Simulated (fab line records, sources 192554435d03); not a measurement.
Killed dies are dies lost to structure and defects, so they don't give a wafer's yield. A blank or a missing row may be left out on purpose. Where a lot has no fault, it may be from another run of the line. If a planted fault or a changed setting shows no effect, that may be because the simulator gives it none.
Chamber matching + flow n5Finfet + N5_BEOL_M5_CO_CAP_78 on cvdCo-02: 3 sister chambers
The step material Co, precursor CCTBA/H2, target thk 2 nm, time 102.1 s. 3 wafers are shown with their chamber, then 7 later ones without.

WAFERS PAIRED WITH THEIR CHAMBERS
| wafer  | chamber | heaterPowerW (W) |
|--------|---------|------------------|
| L985.6 | 1       | 255              |
| L997.1 | 2       | 197              |
| L997.4 | 0       | 244              |

WAFERS WITHOUT THEIR CHAMBER
| wafer  | heaterPowerW (W) |
|--------|------------------|
| L997.5 | 201              |
| L103.1 | 250              |
| L103.2 | 206              |
| L103.3 | 240              |
| L104.2 | 202              |
| L104.4 | 241              |
| L104.6 | 203              |

WHICH CHAMBER EACH WENT THROUGH
| wafer  | from the rows above     | in truth |
|--------|-------------------------|----------|
| L997.5 | 2                       | 2        |
| L103.1 | can't be placed: 1 or 0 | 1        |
| L103.2 | 2                       | 2        |
| L103.3 | 0                       | 0        |
| L104.2 | 2                       | 2        |
| L104.4 | 0                       | 0        |
| L104.6 | 2                       | 2        |
Placed correctly: 6 of 7. These rows do not allow placing 1 (true chamber among the candidates in 1). Wrongly placed: 0.
How it was worked out, from the rows above alone: a wafer's distance from a chamber is the root of the sum, over the readings, of the square of ((its reading less the chamber's mean) divided by the reading's scatter). If the next closest chamber is less than 2 further off than the closest, the wafer can't be placed; otherwise it belongs to the closest. Each chamber's mean is taken over the wafers shown for it. The scatter (one wafer shown for each chamber): square how far every hidden wafer sits from the nearest shown wafer, average those squares and take the square root.
